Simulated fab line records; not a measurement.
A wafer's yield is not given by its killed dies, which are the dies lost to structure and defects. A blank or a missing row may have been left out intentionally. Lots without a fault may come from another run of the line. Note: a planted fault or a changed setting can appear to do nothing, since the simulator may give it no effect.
Chamber matching -- flow n5Finfet -- N5_BEOL_M7_ILD_DEP_00 on pecvd-04: 3 sister chambers
The step deposits SiCOH lowk from DEMS/porogen, target thk 179.75 nm, time 33.4 s. 3 wafers are shown with their chamber, then 10 later ones without.

## WAFERS WITH THEIR CHAMBER
wafer,chamber,heaterPowerW (W)
L426.4,2,433
L428.2,0,340
L428.3,1,286

## WAFERS WHOSE CHAMBER IS MISSING
wafer,heaterPowerW (W)
L428.4,420
L433.3,338
L433.4,425
L433.5,338
L438.2,301
L438.5,304
L438.6,450
L439.2,321
L439.4,354
L439.5,322

## WHICH CHAMBER EACH WENT THROUGH
wafer,from the rows above,in truth
L428.4,2,2
L433.3,0,0
L433.4,2,2
L433.5,0,0
L438.2,can't be placed: 1 or 0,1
L438.5,can't be placed: 1 or 0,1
L438.6,2,2
L439.2,can't be placed: 0 or 1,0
L439.4,0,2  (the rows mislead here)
L439.5,can't be placed: 0 or 1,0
Correct placement for 5 of the 10. Can't be placed from these rows: 4 (the true chamber is among the candidates in 4). 1 placed wrongly.
How it was worked out, from the rows above alone: a wafer's distance from a chamber is the root of the sum, over the readings, of the square of ((its reading less the chamber's mean) divided by the reading's scatter). The wafer belongs to the nearest chamber; if the next one is less than 2 further off, it can't be placed. Each chamber's mean is taken over the wafers shown for it. The scatter (one wafer shown for each chamber): square how far every hidden wafer sits from the nearest shown wafer, average those squares and take the square root.
